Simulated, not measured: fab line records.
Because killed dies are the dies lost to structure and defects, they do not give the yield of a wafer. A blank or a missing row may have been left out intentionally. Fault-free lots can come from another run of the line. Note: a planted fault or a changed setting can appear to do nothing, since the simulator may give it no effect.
fab line records :: flow nand_harc
[record]
  lots = 6
  wafers = 18
  last_day = 33
route steps=1302 shown A_DECK1_JOINT@533 A_ONON_D2@545
lots that met no fault: from a run of the same line without faults
start_h: hours from the record's opening day to when the first of the lot's shown wafers began :: wait_h: hours elapsed since this lot's preceding step :: " repeats the value in the row above :: L1.1+2: a single row standing in for several wafers :: - no value, or no start given :: * or withheld: withheld :: < > ~ a bound
route shown NAME@n: names a module that has steps shown in the file, with the first one's number in the route :: usual: mean/standard deviation of fault-free wafers :: same: alike in all rows :: chamber/n: place in a boat :: sites: readings site by site :: _std_site: the values' standard deviation :: _edge_site: the outer-site mean with the inner-site mean subtracted :: radius_mm: for every site, how far away it sits from the centre of the wafer :: mask NAME#n: copy n :: behind: the tool/chamber that last shaped the wafer :: hold: reason for holding the lot/hours on hold/outcome of the hold :: device: names the non-switching transistor (n, p or np) :: end of line: tests of these same wafers at the route's end :: a step without rows: its recipe alone :: killed: the dies lost at the first sort to structure and to defects; this is not the yield of the wafer :: map: the dies of a wafer, with x for killed, . for not killed, _ for no die there
set.NAME: the run value of the setting; set.NAME@STEP: its run value at that earlier step :: model.NAME: the simulator's own value behind a step, which no gauge read
lots at selected steps of the route; one table per step, one row per wafer
services: when a tool's chamber went out of use (start_h, in hours from the record's first day, below 0 if earlier), for how many hours, and the reason
[[steps]]
[step NHARC_A_DECK1_JOINT_CVD_34]
[recipe]
  target_thk_a = 200
  temp_c = 700
  pressure_mtorr = 300
  material = SiNx
[step NHARC_A_DECK1_JOINT_DEP_06]
[recipe]
  target_thk_a = 800
  temp_c = 65
  material = SiOx
[step NHARC_A_DECK1_JOINT_CURE_26]
[recipe]
  temp_c = 150
  time_s = 32
  pressure_atm = 0.395
[step NHARC_A_DECK1_JOINT_ANNEAL_27]
[recipe]
  temp_c = 400
  time_s = 3600
  idle_temp_c = 300
  ramp_up_c_per_min = 10
  densification_p_h2o_torr = 640
[step NHARC_A_DECK1_JOINT_ANNEAL_28]
[recipe]
  temp_c = 500
  time_s = 1800
  idle_temp_c = 400
  ramp_up_c_per_min = 10
  densification_p_h2o_torr = 640
[step NHARC_A_DECK1_JOINT_ANNEAL_29]
[recipe]
  temp_c = 750
  time_s = 1800
  idle_temp_c = 500
  ramp_up_c_per_min = 10
  ramp_down_c_per_min = 3
[step NHARC_A_DECK1_JOINT_CMP_02]
[recipe]
  material = SiOx
[usual]
  motor_current_A = 12.4/1
lot.wafer: L281.1
tool: cmp-04
chamber: 1
start_h: 302.04
wait_h: 0.4
motor_current_A: 11.8

lot.wafer: L281.3
tool: cmp-04
chamber: 3
start_h: 302.04
wait_h: 0.4
motor_current_A: 11.6

lot.wafer: L281.5
tool: cmp-04
chamber: 1
start_h: 302.04
wait_h: 0.4
motor_current_A: 11.5

lot.wafer: L289.1
tool: cmp-04
chamber: 2
start_h: 379.76
wait_h: 0.4
motor_current_A: 13.8

lot.wafer: L289.4
tool: cmp-04
chamber: 1
start_h: 379.76
wait_h: 0.4
motor_current_A: 11.7

lot.wafer: L289.5
tool: cmp-04
chamber: 3
start_h: 379.76
wait_h: 0.4
motor_current_A: 12.1

lot.wafer: L290.3
tool: cmp-02
chamber: 0
start_h: 382.69
wait_h: 0.4
motor_current_A: 13.9

lot.wafer: L290.2
tool: cmp-02
chamber: 1
start_h: 382.69
wait_h: 0.4
motor_current_A: 11.2

lot.wafer: L290.5
tool: cmp-02
chamber: 0
start_h: 382.69
wait_h: 0.4
motor_current_A: 13.4

lot.wafer: L294.2
tool: cmp-04
chamber: 2
start_h: 415.89
wait_h: 0.4
motor_current_A: 12.8

lot.wafer: L294.1
tool: cmp-04
chamber: 3
start_h: 415.89
wait_h: 0.4
motor_current_A: 12.0

lot.wafer: L294.6
tool: cmp-04
chamber: 3
start_h: 415.89
wait_h: 0.4
motor_current_A: 11.9

lot.wafer: L295.3
tool: cmp-02
chamber: 1
start_h: 426.87
wait_h: 0.4
motor_current_A: 11.8

lot.wafer: L295.4
tool: cmp-02
chamber: 2
start_h: 426.87
wait_h: 0.4
motor_current_A: 13.3

lot.wafer: L295.2
tool: cmp-02
chamber: 3
start_h: 426.87
wait_h: 0.4
motor_current_A: 10.4

lot.wafer: L300.2
tool: cmp-04
chamber: 2
start_h: 487.48
wait_h: 0.4
motor_current_A: 13.5

lot.wafer: L300.6
tool: cmp-04
chamber: 1
start_h: 487.48
wait_h: 0.4
motor_current_A: 11.9

lot.wafer: L300.5
tool: cmp-04
chamber: 2
start_h: 487.48
wait_h: 0.4
motor_current_A: 13.6
[step NHARC_A_DECK1_JOINT_SRD_15]
[step NHARC_A_DECK1_JOINT_DEP_16]
[recipe]
  target_thk_a = 450
  temp_c = 400
  pressure_torr = 6.5
  rf_w = 900
  teos_flow_sccm = 161.4
  flow_sccm = 2650
  target_thk_nm = 45
  gas = O2
  material = SiO2
[usual]
  heater_power_w = 531/93
  throttle_valve_pct = 15.9/0.86
lot.wafer: L281.1
tool: pecvd-01
chamber: 0
start_h: 302.41
wait_h: 0.1
heater_power_w: 491
throttle_valve_pct: 16.3

lot.wafer: L281.3
tool: pecvd-01
chamber: 2
start_h: 302.41
wait_h: 0.1
heater_power_w: 532
throttle_valve_pct: 14.1

lot.wafer: L281.5
tool: pecvd-01
chamber: 2
start_h: 302.41
wait_h: 0.1
heater_power_w: 542
throttle_valve_pct: 14.6

lot.wafer: L289.1
tool: pecvd-01
chamber: 2
start_h: 380.15
wait_h: 0.1
heater_power_w: 406
throttle_valve_pct: 14.8

lot.wafer: L289.4
tool: pecvd-01
chamber: 2
start_h: 380.15
wait_h: 0.1
heater_power_w: 411
throttle_valve_pct: 14.5

lot.wafer: L289.5
tool: pecvd-01
chamber: 1
start_h: 380.15
wait_h: 0.1
heater_power_w: 479
throttle_valve_pct: 16.9

lot.wafer: L290.2
tool: pecvd-03
chamber: 0
start_h: 383.13
wait_h: 0.1
heater_power_w: 617
throttle_valve_pct: 15.5

lot.wafer: L290.3
tool: pecvd-03
chamber: 1
start_h: 383.13
wait_h: 0.1
heater_power_w: 566
throttle_valve_pct: 16.3

lot.wafer: L290.5
tool: pecvd-03
chamber: 2
start_h: 383.13
wait_h: 0.1
heater_power_w: 674
throttle_valve_pct: 16.0

lot.wafer: L294.1
tool: pecvd-04
chamber: 1
start_h: 416.28
wait_h: 0.1
heater_power_w: 648
throttle_valve_pct: 15.3

lot.wafer: L294.2
tool: pecvd-04
chamber: 2
start_h: 416.28
wait_h: 0.1
heater_power_w: 589
throttle_valve_pct: 17.1

lot.wafer: L294.6
tool: pecvd-04
chamber: 2
start_h: 416.28
wait_h: 0.1
heater_power_w: 596
throttle_valve_pct: 17.2

lot.wafer: L295.2
tool: pecvd-01
chamber: 1
start_h: 427.26
wait_h: 0.1
heater_power_w: 516
throttle_valve_pct: 17.0

lot.wafer: L295.3
tool: pecvd-01
chamber: 2
start_h: 427.26
wait_h: 0.1
heater_power_w: 513
throttle_valve_pct: 14.7

lot.wafer: L295.4
tool: pecvd-01
chamber: 1
start_h: 427.26
wait_h: 0.1
heater_power_w: 532
throttle_valve_pct: 17.3

lot.wafer: L300.2
tool: pecvd-01
chamber: 1
start_h: 487.90
wait_h: 0.1
heater_power_w: 498
throttle_valve_pct: 16.9

lot.wafer: L300.5
tool: pecvd-01
chamber: 2
start_h: 487.90
wait_h: 0.1
heater_power_w: 409
throttle_valve_pct: 14.8

lot.wafer: L300.6
tool: pecvd-01
chamber: 1
start_h: 487.90
wait_h: 0.1
heater_power_w: 495
throttle_valve_pct: 16.6
[step NHARC_A_DECK1_JOINT_THK_MEAS_17]
[recipe]
  thk_meas_gauge = ellipsometry
[usual]
  thk_nm = 44.9/1.3
lot.wafer: L281.1
tool: film_metro-02
chamber: -
start_h: 302.69
wait_h: 0.3
thk_nm: 42.0

lot.wafer: L281.3
tool: film_metro-02
chamber: -
start_h: 302.69
wait_h: 0.3
thk_nm: 43.1

lot.wafer: L281.5
tool: film_metro-02
chamber: -
start_h: 302.69
wait_h: 0.3
thk_nm: 46.2

lot.wafer: L289.1
tool: film_metro-01
chamber: -
start_h: 380.43
wait_h: 0.3
thk_nm: 45.3

lot.wafer: L289.4
tool: film_metro-01
chamber: -
start_h: 380.43
wait_h: 0.3
thk_nm: 43.9

lot.wafer: L289.5
tool: film_metro-01
chamber: -
start_h: 380.43
wait_h: 0.3
thk_nm: 45.2

lot.wafer: L290.2
tool: film_metro-01
chamber: -
start_h: 383.41
wait_h: 0.3
thk_nm: 46.3

lot.wafer: L290.3
tool: film_metro-01
chamber: -
start_h: 383.41
wait_h: 0.3
thk_nm: 45.7

lot.wafer: L290.5
tool: film_metro-01
chamber: -
start_h: 383.41
wait_h: 0.3
thk_nm: 45.6

lot.wafer: L294.1
tool: film_metro-02
chamber: -
start_h: 416.56
wait_h: 0.3
thk_nm: 44.5

lot.wafer: L294.2
tool: film_metro-02
chamber: -
start_h: 416.56
wait_h: 0.3
thk_nm: 46.2

lot.wafer: L294.6
tool: film_metro-02
chamber: -
start_h: 416.56
wait_h: 0.3
thk_nm: 46.0

lot.wafer: L295.2
tool: film_metro-01
chamber: -
start_h: 427.54
wait_h: 0.3
thk_nm: 43.0

lot.wafer: L295.3
tool: film_metro-01
chamber: -
start_h: 427.54
wait_h: 0.3
thk_nm: 41.9

lot.wafer: L295.4
tool: film_metro-01
chamber: -
start_h: 427.54
wait_h: 0.3
thk_nm: 46.5

lot.wafer: L300.2
tool: film_metro-02
chamber: -
start_h: 488.12
wait_h: 0.2
thk_nm: 44.2

lot.wafer: L300.5
tool: film_metro-02
chamber: -
start_h: 488.12
wait_h: 0.2
thk_nm: 44.0

lot.wafer: L300.6
tool: film_metro-02
chamber: -
start_h: 488.12
wait_h: 0.2
thk_nm: 47.6
[step NHARC_A_DECK1_JOINT_INSPECT_05]
[usual]
  raw_defect_count = 340/140
lot.wafer: L281.1
tool: defect_inspect-02
chamber: -
start_h: 302.73
wait_h: 0.0
raw_defect_count: 180

lot.wafer: L281.3
tool: defect_inspect-02
chamber: -
start_h: 302.73
wait_h: 0.0
raw_defect_count: 344

lot.wafer: L281.5
tool: defect_inspect-02
chamber: -
start_h: 302.73
wait_h: 0.0
raw_defect_count: 131

lot.wafer: L289.1
tool: defect_inspect-02
chamber: -
start_h: 380.47
wait_h: 0.0
raw_defect_count: 375

lot.wafer: L289.4
tool: defect_inspect-02
chamber: -
start_h: 380.47
wait_h: 0.0
raw_defect_count: 595

lot.wafer: L289.5
tool: defect_inspect-02
chamber: -
start_h: 380.47
wait_h: 0.0
raw_defect_count: 295

lot.wafer: L290.2
tool: defect_inspect-01
chamber: -
start_h: 383.45
wait_h: 0.0
raw_defect_count: 305

lot.wafer: L290.3
tool: defect_inspect-01
chamber: -
start_h: 383.45
wait_h: 0.0
raw_defect_count: 452

lot.wafer: L290.5
tool: defect_inspect-01
chamber: -
start_h: 383.45
wait_h: 0.0
raw_defect_count: 650

lot.wafer: L294.1
tool: defect_inspect-01
chamber: -
start_h: 416.60
wait_h: 0.0
raw_defect_count: 414

lot.wafer: L294.2
tool: defect_inspect-01
chamber: -
start_h: 416.60
wait_h: 0.0
raw_defect_count: 240

lot.wafer: L294.6
tool: defect_inspect-01
chamber: -
start_h: 416.60
wait_h: 0.0
raw_defect_count: 382

lot.wafer: L295.2
tool: defect_inspect-01
chamber: -
start_h: 427.57
wait_h: 0.0
raw_defect_count: 314

lot.wafer: L295.3
tool: defect_inspect-01
chamber: -
start_h: 427.57
wait_h: 0.0
raw_defect_count: 396

lot.wafer: L295.4
tool: defect_inspect-01
chamber: -
start_h: 427.57
wait_h: 0.0
raw_defect_count: 383

lot.wafer: L300.2
tool: defect_inspect-02
chamber: -
start_h: 488.15
wait_h: 0.0
raw_defect_count: 330

lot.wafer: L300.5
tool: defect_inspect-02
chamber: -
start_h: 488.15
wait_h: 0.0
raw_defect_count: 233

lot.wafer: L300.6
tool: defect_inspect-02
chamber: -
start_h: 488.15
wait_h: 0.0
raw_defect_count: 497
[step NHARC_A_ONON_D2_DEP_00]
[recipe]
  target_thk_a = 10000
  n2_flow_sccm = 2750
  n2o_flow_sccm = 2000
  nh3_flow_sccm = 500
  sih4_flow_sccm = 210
  temp_c = 400
[usual]
  n2_flow_sccm = 2748/7.2
lot.wafer: L281.1
tool: pecvd_onon-03
chamber: 0
start_h: 302.79
wait_h: 0.1
n2_flow_sccm: 2758

lot.wafer: L281.3
tool: pecvd_onon-03
chamber: 0
start_h: 302.79
wait_h: 0.1
n2_flow_sccm: 2745

lot.wafer: L281.5
tool: pecvd_onon-03
chamber: 0
start_h: 302.79
wait_h: 0.1
n2_flow_sccm: 2751

lot.wafer: L289.1
tool: pecvd_onon-03
chamber: 0
start_h: 380.53
wait_h: 0.1
n2_flow_sccm: 2746

lot.wafer: L289.4
tool: pecvd_onon-03
chamber: 0
start_h: 380.53
wait_h: 0.1
n2_flow_sccm: 2750

lot.wafer: L289.5
tool: pecvd_onon-03
chamber: 0
start_h: 380.53
wait_h: 0.1
n2_flow_sccm: 2736

lot.wafer: L290.2
tool: pecvd_onon-03
chamber: 0
start_h: 383.57
wait_h: 0.1
n2_flow_sccm: 2753

lot.wafer: L290.3
tool: pecvd_onon-03
chamber: 0
start_h: 383.57
wait_h: 0.1
n2_flow_sccm: 2749

lot.wafer: L290.5
tool: pecvd_onon-03
chamber: 0
start_h: 383.57
wait_h: 0.1
n2_flow_sccm: 2754

lot.wafer: L294.1
tool: pecvd_onon-04
chamber: 0
start_h: 416.67
wait_h: 0.1
n2_flow_sccm: 2766

lot.wafer: L294.2
tool: pecvd_onon-04
chamber: 0
start_h: 416.67
wait_h: 0.1
n2_flow_sccm: 2738

lot.wafer: L294.6
tool: pecvd_onon-04
chamber: 0
start_h: 416.67
wait_h: 0.1
n2_flow_sccm: 2756

lot.wafer: L295.2
tool: pecvd_onon-01
chamber: 0
start_h: 427.93
wait_h: 0.4
n2_flow_sccm: 2755

lot.wafer: L295.3
tool: pecvd_onon-01
chamber: 0
start_h: 427.93
wait_h: 0.4
n2_flow_sccm: 2756

lot.wafer: L295.4
tool: pecvd_onon-01
chamber: 0
start_h: 427.93
wait_h: 0.4
n2_flow_sccm: 2746

lot.wafer: L300.2
tool: pecvd_onon-03
chamber: 0
start_h: 488.28
wait_h: 0.1
n2_flow_sccm: 2745

lot.wafer: L300.5
tool: pecvd_onon-03
chamber: 0
start_h: 488.28
wait_h: 0.1
n2_flow_sccm: 2748

lot.wafer: L300.6
tool: pecvd_onon-03
chamber: 0
start_h: 488.28
wait_h: 0.1
n2_flow_sccm: 2752
[step NHARC_A_ONON_D2_THK_MEAS_02]
[recipe]
  thk_meas_gauge = ellipsometry
[usual]
  thk_nm = 997/7.8
lot.wafer: L281.1
tool: film_metro-01
chamber: -
start_h: 303.29
wait_h: -
thk_nm: 988

lot.wafer: L281.3
tool: film_metro-01
chamber: -
start_h: 303.29
wait_h: -
thk_nm: 988

lot.wafer: L281.5
tool: film_metro-01
chamber: -
start_h: 303.29
wait_h: -
thk_nm: 987

lot.wafer: L289.1
tool: film_metro-01
chamber: -
start_h: 381.04
wait_h: -
thk_nm: 878

lot.wafer: L289.4
tool: film_metro-01
chamber: -
start_h: 381.04
wait_h: -
thk_nm: 983

lot.wafer: L289.5
tool: film_metro-01
chamber: -
start_h: 381.04
wait_h: -
thk_nm: 984

lot.wafer: L290.2
tool: film_metro-01
chamber: -
start_h: 384.02
wait_h: -
thk_nm: 893

lot.wafer: L290.3
tool: film_metro-01
chamber: -
start_h: 384.02
wait_h: -
thk_nm: 999

lot.wafer: L290.5
tool: film_metro-01
chamber: -
start_h: 384.02
wait_h: -
thk_nm: 997

lot.wafer: L294.1
tool: film_metro-02
chamber: -
start_h: 417.18
wait_h: -
thk_nm: 981

lot.wafer: L294.2
tool: film_metro-02
chamber: -
start_h: 417.18
wait_h: -
thk_nm: 980

lot.wafer: L294.6
tool: film_metro-02
chamber: -
start_h: 417.18
wait_h: -
thk_nm: 984

lot.wafer: L295.2
tool: film_metro-01
chamber: -
start_h: 428.39
wait_h: -
thk_nm: 999

lot.wafer: L295.3
tool: film_metro-01
chamber: -
start_h: 428.39
wait_h: -
thk_nm: 996

lot.wafer: L295.4
tool: film_metro-01
chamber: -
start_h: 428.39
wait_h: -
thk_nm: 997

lot.wafer: L300.2
tool: film_metro-02
chamber: -
start_h: 488.72
wait_h: -
thk_nm: 999

lot.wafer: L300.5
tool: film_metro-02
chamber: -
start_h: 488.72
wait_h: -
thk_nm: 1001

lot.wafer: L300.6
tool: film_metro-02
chamber: -
start_h: 488.72
wait_h: -
thk_nm: 1001
[step NHARC_A_ONON_D2_DEP_03]
[recipe]
  target_thk_a = 10000
  n2_flow_sccm = 2750
  n2o_flow_sccm = 2000
  nh3_flow_sccm = 500
  sih4_flow_sccm = 210
  temp_c = 400
[[services]]
tool: cmp-04
chamber: -
start_h: 307.00
hours: 4.0
kind: pm

tool: cmp-04
chamber: -
start_h: 311.00
hours: -
kind: consumable_replace:conditioner

tool: cmp-04
chamber: -
start_h: 311.00
hours: -
kind: consumable_replace:pad

tool: pecvd_onon-04
chamber: -
start_h: 311.08
hours: 13.0
kind: pm

tool: pecvd-01
chamber: -
start_h: 311.32
hours: 13.0
kind: pm

tool: pecvd-01
chamber: 0
start_h: 311.32
hours: 17.7
kind: vent_cycle

tool: pecvd-01
chamber: 1
start_h: 311.32
hours: 13.0
kind: vent_cycle

tool: pecvd-01
chamber: 2
start_h: 311.32
hours: 13.0
kind: vent_cycle

tool: pecvd-01
chamber: 1
start_h: 324.32
hours: -
kind: clean

tool: pecvd-01
chamber: 2
start_h: 324.32
hours: -
kind: clean

tool: cmp-02
chamber: -
start_h: 330.60
hours: 4.0
kind: pm

tool: cmp-02
chamber: -
start_h: 334.60
hours: -
kind: consumable_replace:conditioner

tool: cmp-02
chamber: -
start_h: 334.60
hours: -
kind: consumable_replace:pad

tool: pecvd_onon-01
chamber: -
start_h: 361.73
hours: 5.8
kind: repair

tool: pecvd-03
chamber: -
start_h: 366.40
hours: 13.0
kind: pm

tool: cmp-04
chamber: -
start_h: 389.52
hours: 2.0
kind: repair

tool: cmp-04
chamber: -
start_h: 405.00
hours: 4.0
kind: pm

tool: cmp-02
chamber: -
start_h: 407.28
hours: 11.3
kind: repair

tool: pecvd_onon-03
chamber: -
start_h: 408.20
hours: 13.0
kind: pm

tool: cmp-04
chamber: -
start_h: 409.00
hours: -
kind: consumable_replace:conditioner

tool: cmp-04
chamber: -
start_h: 409.00
hours: -
kind: consumable_replace:pad

tool: cmp-02
chamber: -
start_h: 428.60
hours: 4.0
kind: pm

tool: pecvd-04
chamber: -
start_h: 450.00
hours: 13.0
kind: pm

tool: pecvd_onon-01
chamber: -
start_h: 450.00
hours: 13.0
kind: pm
[[key]]
[first_sign]
  step = NHARC_A_ONON_D2_THK_MEAS_02
  reading = thk_nm
  direction = down
  sigmas = 14
  usual = 997
  struck = 886
effect none on later readings
met_at NHARC_A_ONON_D2_DEP_00
struck_wafers L289.1,L290.2
later_rows_left_out L289.1,L290.2
sort_left_out L289.1,L290.2
tester_left_out L289,L290
onset_between 302.79 380.53
[fault]
  kind = process_parameter_drift
  tool = pecvd_onon-03
  chamber = -
  onset_h = 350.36
  steps = NHARC_A_ONON_D2_DEP_00
  channel = target_thk_a
  offset = *
  shape = step
  end_h = 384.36
  scope = struck_wafers_only
  acts_in = *
  stated = *
// tester_left_out: of these lots the tester's yield and bins aren't shown, on N5 and GAA mostly nor the transistor test; their killed dies are dies lost to structure and defects alone, not to doping, threshold or leakage, so they don't give the yield
// sort_left_out: the simulated sort isn't trusted on such a fault, so these wafers' sort isn't shown, and their yield isn't known
// later_rows_left_out: the simulator's readings of these wafers behind a module that went badly wrong aren't trusted and aren't shown, but for the sort
